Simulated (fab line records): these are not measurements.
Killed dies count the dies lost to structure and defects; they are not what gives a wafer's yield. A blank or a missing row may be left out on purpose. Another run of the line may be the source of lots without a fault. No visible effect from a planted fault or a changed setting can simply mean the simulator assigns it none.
Struck lot and sound lot, side by side	flow n5_finfet	40 out of 1938 route steps
Sound: wafers L817.1, L817.3, L817.6. Struck: wafers L815.3, L815.4 (left out: L815.5, a lot-mate that was not struck); the cause follows at the end.
At each step with rows: each side's tool, then ch and its chambers, then its first start. Under that, the readings that differ: sound wafers	struck wafers	difference of the means	sigmas: that difference in standard deviations of wafers without a fault.
alike: a reading whose means differ by less than 2 such deviations, as well as words and numbers matching on both sides. not compared: withheld readings; readings where some wafer has no value; bounds like >300 that might hide an equal value; numbers whose values overlap and for which the record gives no deviation.
Wherever a step has rows on one side only, a row that says differs or no value, or a row with sigmas, the two part there. Non-overlapping numbers with no deviation appear without sigmas and do not part them. Lack of a reading on every wafer of one side parts them only where that side has two or more wafers.

first, 11 steps without rows for these wafers: N5_STI_FIN_REVEAL_ALD_14 (deposits Si3N4, target thk 3 nm); N5_STI_FIN_REVEAL_FCVD_FILL_01 (material SiO2 flowable, target thk 312 nm, time 512.2 s); N5_STI_FIN_REVEAL_DENSIFY_02 (time 1800 s); N5_STI_FIN_REVEAL_CMP_04 (polishes, stops on Si3N4, t overpolish 4 s, target thk 131.83 nm); N5_STI_FIN_REVEAL_DENSIFY_30; N5_STI_FIN_REVEAL_ETCHBACK_08 (etches SiO2 in C4F6/O2, target depth 30.5 nm, time 10.167 s); N5_STI_FIN_REVEAL_STRIP_24 (strips in N2/H2, time 90 s); N5_STI_FIN_REVEAL_PRECLEAN_25 (cleans in SPM, time 90 s); N5_STI_FIN_REVEAL_PRECLEAN_26 (cleans in SC1, time 45 s); N5_STI_FIN_REVEAL_PRECLEAN_29 (cleans in DHF, time 30 s); N5_STI_FIN_REVEAL_SRD_12 (time 30 s).
N5_STI_FIN_REVEAL_RECESS_09: chemistry HF/NH3, target SiO2, afs cycles 11, target depth 42.5 nm, sublimation time 60 s.
  sound on vapor_etch-01 ch 0,1, day 7 07:34; struck on vapor_etch-02 ch 0,1, day 6 17:32
  alike: drypump_motor_current_A, sublimation_temp_c
then, 10 steps without rows for these wafers: N5_STI_FIN_REVEAL_STRIP_16 (strips SiNx in H3PO4, target depth 23.8 nm); N5_STI_FIN_REVEAL_PRECLEAN_17 (cleans in NF3:NH3, afs cycles 1, time 20 s, sublimation time 60 s); N5_STI_FIN_REVEAL_ETCH_34 (etches Si in H2, material Si, target depth 0.97 nm); N5_STI_FIN_REVEAL_OXIDATION_31 (chemistry O2 PLASMA REMOTE, time 20 s); N5_STI_FIN_REVEAL_PRECLEAN_32 (cleans in NF3:NH3, afs cycles 1, time 20 s, sublimation time 60 s); N5_STI_FIN_REVEAL_STRIP_35 (strips Si3N4 in H3PO4, target depth 4 nm, time 39 s); N5_STI_FIN_REVEAL_SRD_21 (time 30 s); N5_STI_FIN_REVEAL_OXIDATION_33 (chemistry O2 PLASMA REMOTE, time 20 s); N5_STI_FIN_REVEAL_CLEAN_19 (cleans in O3/DIW, time 120 s); N5_STI_FIN_REVEAL_SRD_23 (time 30 s).
N5_STI_FIN_REVEAL_FIN_H_MEAS_10:
  struck on ocd-02, day 6 19:42; sound on ocd-01, day 7 10:17
reading	sound	struck	difference	sigmas
trench_depth_nm (nm)	53.0 51.5 51.4	48.0 47.5	-4.2	-7
then, 15 steps without rows for these wafers: N5_STI_FIN_REVEAL_PRECLEAN_18 (cleans in SC2, time 45 s); N5_STI_FIN_REVEAL_SRD_28 (time 30 s); N5_DUMMY_GATE_PRECLEAN_00 (cleans in O3/DIW, time 60 s); N5_DUMMY_GATE_SRD_01 (time 30 s); N5_DUMMY_GATE_ALD_02 (deposits SiO2, target thk 2 nm, pulse time 1 s); N5_DUMMY_GATE_CVD_03 (deposits a-Si from SiH4, target thk 150 nm, time 8042 s); N5_DUMMY_GATE_PRECLEAN_46 (cleans in DIW, time 89.5 s); N5_DUMMY_GATE_SRD_47 (dry time 32 s); N5_DUMMY_GATE_CMP_04 (polishes a-Si); N5_DUMMY_GATE_HM_DEP_06 (deposits SiNx from DCS/NH3, target thk 80 nm, time 5141 s); N5_DUMMY_GATE_PECVD_30 (deposits SiO2 from TEOS/O2, target thk 55 nm, time 10.8 s); N5_DUMMY_GATE_COAT_34 (time 60 s, resist thk 60 nm); N5_DUMMY_GATE_COAT_35 (time 60 s, resist thk 10 nm); N5_DUMMY_GATE_COAT_28 (time 60 s, resist thk 10 nm); N5_DUMMY_GATE_COAT_09 (resist thk 30 nm).
-- the record jumps here: 6 days lie between the struck wafers' starts before and after (it left off in module DUMMY_GATE and takes up again in module BEOL_M4, whose first step shown is number 1111 of the route) --
N5_BEOL_M4_RC_MEAS_101:
  sound on prober-02 ch 0, day 12 16:51; struck on prober-02 ch 0, day 12 10:07
reading	sound	struck	difference	sigmas
DIBL_N (mV/V)	33.7 37.2 35.7	40.0 44.5	+6.7	+4
IOFF_N (nA/um)	0.127 0.165 0.146	0.277 0.475	+0.230	+8
IOFF_N_85C (nA/um)	2.5 3.2 2.9	5.0 7.9	+3.6	+8
ION_N (uA/um)	666 666 661	604 616	-54	-5
ION_P (uA/um)	464 459 455	415 422	-41	-6
SS_N (mV/dec)	71.3 71.4 71.1	78.8 82.2	+9.2	+15
SS_P (mV/dec)	73.2 73.1 73.0	74.4 76.4	+2.3	+4
VT_N (mV)	250 251 252	260 256	+7	+2
  alike: DIBL_P, IOFF_P, IOFF_P_85C, VT_P
-- the record jumps here: 5 days lie between the struck wafers' starts before and after (it left off in module BEOL_M4 and takes up again in module PASSIVATION, whose first step shown is number 1936 of the route) --
N5_PASSIVATION_PROBE_49:
  struck on prober-01, day 16 22:15; sound on prober-01, day 16 16:49
reading	sound	struck	difference	sigmas
defect_limited_yield (%)	87.9 89.2 89.1	91.0 93.5	+3.5	+2
killed_at_M0_to_M3	50 49 32	27 20	-20	-2
killed_at_front_end	64 58 62	47 26	-25	-2
killed_dies	143 127 129	106 77	-42	-2
killed_open	95 86 81	67 50	-29	-2
sort_bin_4_leakage (%)	0 0 0	0.42 56.78	+28.60	
sort_bin_6_memory (%)	4.6 4.5 3.6	2.9 2.6	-1.5	-2
sort_bin_8_speed (%)	0 0 0	90.00 27.88	+58.94	+99 or more
sort_n_pass	1037 1053 1051	7 104	-992	-55
sort_yield_pct (%)	87.9 89.2 89.1	0.6 8.8	-84.0	-56
  alike: killed_at_M4_up, killed_at_contacts, killed_at_other, killed_short, sort_bin_5_function

## WHERE THEY PART
At N5_STI_FIN_REVEAL_FIN_H_MEAS_10 first; at N5_PASSIVATION_PROBE_49 last (within this record only).

WHY: whatever the simulator had introduced
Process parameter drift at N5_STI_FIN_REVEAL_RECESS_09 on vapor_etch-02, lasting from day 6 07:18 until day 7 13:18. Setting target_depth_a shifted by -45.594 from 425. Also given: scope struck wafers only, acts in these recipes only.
